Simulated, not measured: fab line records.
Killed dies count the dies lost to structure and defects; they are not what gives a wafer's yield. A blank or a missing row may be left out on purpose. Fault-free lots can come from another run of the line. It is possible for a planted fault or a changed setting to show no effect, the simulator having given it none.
Lot-split experiment | flow n5_finfet | on a route of 1938 steps: 7 lots, 21 wafers read

== SPLIT DETAILS ==
At N5_FIN_SAQP_PECVD_06 (deposits a-Si from SiH4/He, target thk 60 nm, time 48.1 s), the setting time_s was moved away from the recipe's 48.1 s on 7 of the 21 wafers read, by -8.1% to +11.2%. All remaining wafers had this setting at the recipe value.

== FROM THE SPLIT TO THE READING: what the file shows between them, 11 steps ==
- N5_FIN_SAQP_THK_MEAS_07
- N5_FIN_SAQP_COAT_49: time 60 s, resist thk 100 nm (also split here: time_s)
- N5_FIN_SAQP_COAT_50: time 60 s, resist thk 35 nm
- N5_FIN_SAQP_COAT_10: resist thk 90 nm
- N5_FIN_SAQP_HM_OPEN_73: chemistry CHF3/O2, target SiO2, stops on a-Si, target depth 12 nm, time 16.8 s
- N5_FIN_SAQP_STRIP_74: strips in CHF3/O2
- N5_FIN_SAQP_MANDREL_ETCH_22: etches a-Si in HBr/Cl2, stops on SiNx, target depth 60 nm, bt time 10 s, time 30 s
- N5_FIN_SAQP_STRIP_55: strips in N2/H2
- N5_FIN_SAQP_STRIP_23: strips in SPM, time 750 s
- N5_FIN_SAQP_SRD_66: time 30 s
- N5_FIN_SAQP_RECESS_75: chemistry HF/NH3, target SiO2, target depth 14.4 nm, afs cycles 3, sublimation time 60 s

== THE READING ==
a-Si_of_FIN_SAQP_PECVD_06.thk_nm (the simulator's own value, which no gauge read), in nm, at N5_FIN_SAQP_SPACER1_ALD_24 (deposits SiO2, target thk 20.3 nm, pulse time 1 s, purge time 2 s). The file does not state a usual value for it. Average 60.0 nm, standard deviation 0.73 nm, over the 14 wafers here run with the recipe.

wafer  | tool, chamber at the split | time_s as run, s | against the recipe | a-Si_of_FIN_SAQP_PECVD_06.thk_nm, nm | against lot-mates on the recipe
L078.1 | pecvd-01, 0                | 44.67            | -7.1%              | 55.2                                 | -3.8
L078.6 | pecvd-01, 1                | 44.67            | -7.1%              | 55.2                                 | -3.8
L078.2 | pecvd-01, 1                | 48.1             | recipe             | 59                                   | -
L079.4 | pecvd-01, 0                | 48.1             | recipe             | 60.4                                 | -
L079.5 | pecvd-01, 1                | 48.1             | recipe             | 60.2                                 | -
L079.6 | pecvd-01, 2                | 48.1             | recipe             | 61                                   | -
L082.2 | pecvd-04, 1                | 48.1             | recipe             | 58.8                                 | -
L082.4 | pecvd-04, 1                | 48.1             | recipe             | 60                                   | -
L082.6 | pecvd-04, 2                | 48.1             | recipe             | 59.6                                 | -
L088.2 | pecvd-04, 2                | 48.1             | recipe             | 60.4                                 | -
L088.5 | pecvd-04, 1                | 48.1             | recipe             | 60.8                                 | -
L088.6 | pecvd-04, 2                | 48.1             | recipe             | 60.6                                 | -
L090.2 | pecvd-04, 0                | 44.18            | -8.1%              | 55.2                                 | -5.8
L090.3 | pecvd-04, 1                | 44.18            | -8.1%              | 55.4                                 | -5.6
L090.6 | pecvd-04, 2                | 48.1             | recipe             | 61                                   | -
L092.1 | pecvd-04, 1                | 48.1             | recipe             | 59                                   | -
L092.5 | pecvd-04, 2                | 48.1             | recipe             | 59.4                                 | -
L092.6 | pecvd-04, 0                | 48.1             | recipe             | 59.8                                 | -
L094.3 | pecvd-03, 0                | 53.51            | +11.2%             | 65.8                                 | no lot-mate on the recipe
L094.5 | pecvd-03, 2                | 53.51            | +11.2%             | 66.6                                 | no lot-mate on the recipe
L094.6 | pecvd-03, 1                | 53.51            | +11.2%             | 66.4                                 | no lot-mate on the recipe

THE FIT
A straight line over all 21 wafers: a-Si_of_FIN_SAQP_PECVD_06.thk_nm changes by +0.581 nm for each +1% of time_s; r = +0.98; the points scatter about the line by 0.67 nm.
The same after taking each lot's own level away (the mean of its wafers on the recipe; 18 wafers): +0.629 nm for each +1%; r = +0.98; scatter 0.44 nm.
Per that fit: largest time_s move, reading shift of 7.1 nm.
Across the lots, their own levels run from 59.00 to 61.00 nm, a range of 2.8 times the standard deviation given above.
Hence the lot-to-lot level has little effect on the slope; both slopes agree.
Check: with one of the wafers moved furthest among these (-8.1%) left out of the fit, the line predicts -4.84 nm for it against its lot-mates. It came out at -5.8 nm against them.

== ADDITIONAL SPLITS CARRIED BY THESE WAFERS ==
Other splits were also applied to these wafers ahead of the reading. Each is held against what the fit with the lots' levels taken away leaves over:
other split on the same wafers          | wafers away from the commonest value | r with a-Si_of_FIN_SAQP_PECVD_06.thk_nm (lot level and that fit taken away)
N5_ZERO_LAYER_PECVD_02 time_s           | 6                                    | +0.00
N5_ZERO_LAYER_DEVELOP_10 develop_time_s | 7                                    | -0.27
N5_FIN_SAQP_COAT_49 time_s              | 8                                    | +0.25

== THE WHOLE CHAIN: every reading that the file lists as answering this split, in the file's order ==
step                        | what it does                                                                       | reading                                                                           | change (the file's fit)               | r (the file's)
N5_FIN_SAQP_PECVD_06        | deposits a-Si from SiH4/He, target thk 60 nm, time 48.1 s                          | a-Si_of_FIN_SAQP_PECVD_06.thk_nm (the simulator's own value, which no gauge read) | +0.625 nm for each +1% of the setting | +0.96
N5_FIN_SAQP_THK_MEAS_07     |                                                                                    | thk_nm                                                                            | withheld for each +1% of the setting  | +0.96
N5_FIN_SAQP_MANDREL_ETCH_22 | etches a-Si in HBr/Cl2, stops on SiNx, target depth 60 nm, bt time 10 s, time 30 s | etch.depth_nm (the simulator's own value, which no gauge read)                    | +0.624 nm for each +1% of the setting | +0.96
N5_FIN_SAQP_SPACER1_ALD_24  | deposits SiO2, target thk 20.3 nm, pulse time 1 s, purge time 2 s                  | a-Si_of_FIN_SAQP_PECVD_06.thk_nm (the simulator's own value, which no gauge read) | +0.627 nm for each +1% of the setting | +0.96

== FILE'S OWN FIT ==
a-Si_of_FIN_SAQP_PECVD_06.thk_nm changes by +0.627 nm for each +1% of time_s, r = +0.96.
